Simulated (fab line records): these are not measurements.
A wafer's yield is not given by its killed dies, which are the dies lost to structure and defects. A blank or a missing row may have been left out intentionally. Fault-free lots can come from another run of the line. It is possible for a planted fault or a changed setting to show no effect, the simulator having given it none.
Comparing a struck lot with a sound one ; flow nand harc ; 19 out of 1159 route steps
Sound: these wafers, L970.2, L970.3, L970.5. Wafers struck: L980.3, L980.4, L980.6. The cause is given at the end.
At each step with rows: each side's tool, then ch and its chambers, then its first start. Under that, the readings that differ: sound wafers ; struck wafers ; difference of the means ; sigmas: that difference in standard deviations of wafers without a fault.
alike: same words and numbers on both sides, and readings whose means sit less than 2 such deviations apart. not compared: any withheld reading, any reading some wafer has no value for, any bound like >300 that may hide the same value, and any number with overlapping values for which the record gives no deviation.
A row with sigmas, a row that says differs or no value, or rows on one side alone: a step with any of these is where the two part. Numbers that have no deviation but don't overlap get no sigmas and don't part them. A reading that every wafer of one side lacks parts them only if that side has two wafers or more.

NHARC_P_GATE_ALD_36: deposits SiNx, target thk 20 nm, pulse time 60 s, ald cycles 223.
  sound on ald sin-03 ch 2,3, day 6 01:13; struck on ald sin-02 ch 0,1,2, day 8 13:23
  alike: heater power w, precursor pulse height rel
  not compared: since wet clean h
NHARC_P_GATE_ETCHBACK_37: etches the open film in CHF3/O2, target depth 34.5 nm, time 17.2 s.
  sound: rie diel-04 ch 0,1; struck: rie diel-06 ch 0,2
  alike: drypump motor current A, o2 flow sccm, oes product au, rf vpp V, showerhead plenum p Torr, throttle valve pct
  not compared: rf hours counter h
NHARC_P_GATE_STRIP_101: strips in O2, time 20 s.
  sound on rie diel-04 ch 0,3, day 6 09:45; struck on rie diel-06 ch 0,1, day 8 22:59
  alike: drypump motor current A, o2 flow sccm, oes product au, rf vpp V, showerhead plenum p Torr, throttle valve pct
  not compared: rf hours counter h
then, 9 steps without rows for these wafers: NHARC_P_GATE_PRECLEAN_97 (cleans in SPM, time 600 s); NHARC_P_GATE_SRD_98; NHARC_P_GATE_PRECLEAN_99 (cleans in SC1); NHARC_P_GATE_SRD_100; NHARC_P_GATE_DEHYDRATE_38 (time 120 s); NHARC_P_GATE_HMDS_39 (time 30 s); NHARC_P_GATE_COAT_40; NHARC_P_GATE_SOFTBAKE_41 (time 95 s); NHARC_P_GATE_EBR_42.
NHARC_P_GATE_EXPOSE_43: exposes mask P NSD, target cd 720 nm.
  sound on krf scanner-04 ch 0, day 6 10:31; struck on krf scanner-04 ch 0, day 8 23:46
reading;sound;struck;difference;sigmas
mask;P_NSD#0 P_NSD#0 P_NSD#0;P_NSD_R1#0 P_NSD_R1#0 P_NSD_R1#0;differs;
then, 2 steps without rows for these wafers: NHARC_P_GATE_PEB_44 (peb time 85 s); NHARC_P_GATE_DEVELOP_45 (time 70 s).
NHARC_P_GATE_CD_MEAS_46: target cd 720 nm.
  sound on cd sem-03 ch 0, day 6 10:40; struck on cd sem-02 ch 0
reading;sound;struck;difference;sigmas
cd nm (nm);719.5 719.8 720.3;701.7 702.4 703.8;-17.2;-11
  not compared: hold
NHARC_P_GATE_DESCUM_48: chemistry O2, time 3 s.
  sound on rie diel-04 ch 0,1, day 6 10:50; struck on rie diel-04 ch 0,1,3, day 9 03:36
reading;sound;struck;difference;sigmas
model.P_GATE.cd nm (nm);719.8 719.2 719.9;701.2 701.3 703.3;-17.7;
  alike: drypump motor current A, o2 flow sccm, oes product au, rf vpp V, showerhead plenum p Torr, throttle valve pct
  not compared: rf hours counter h
then, 1 step without rows for these wafers: NHARC_P_GATE_IMPLANT_49.
-- the record jumps here: 17 days lie between the struck wafers' starts before and after (it left off in module P_GATE and takes up again in module END, whose first step shown is number 1159 of the route) --
NHARC_END_SORT_01:
  only the struck wafers appear in the record here, on prober-01 ch 0 at day 26 04:38; the sound ones have no rows

== WHERE THEY PART ==
Earliest at NHARC_P_GATE_EXPOSE_43; latest, in this record, at NHARC_END_SORT_01.

WHY: what had been put in by the simulator
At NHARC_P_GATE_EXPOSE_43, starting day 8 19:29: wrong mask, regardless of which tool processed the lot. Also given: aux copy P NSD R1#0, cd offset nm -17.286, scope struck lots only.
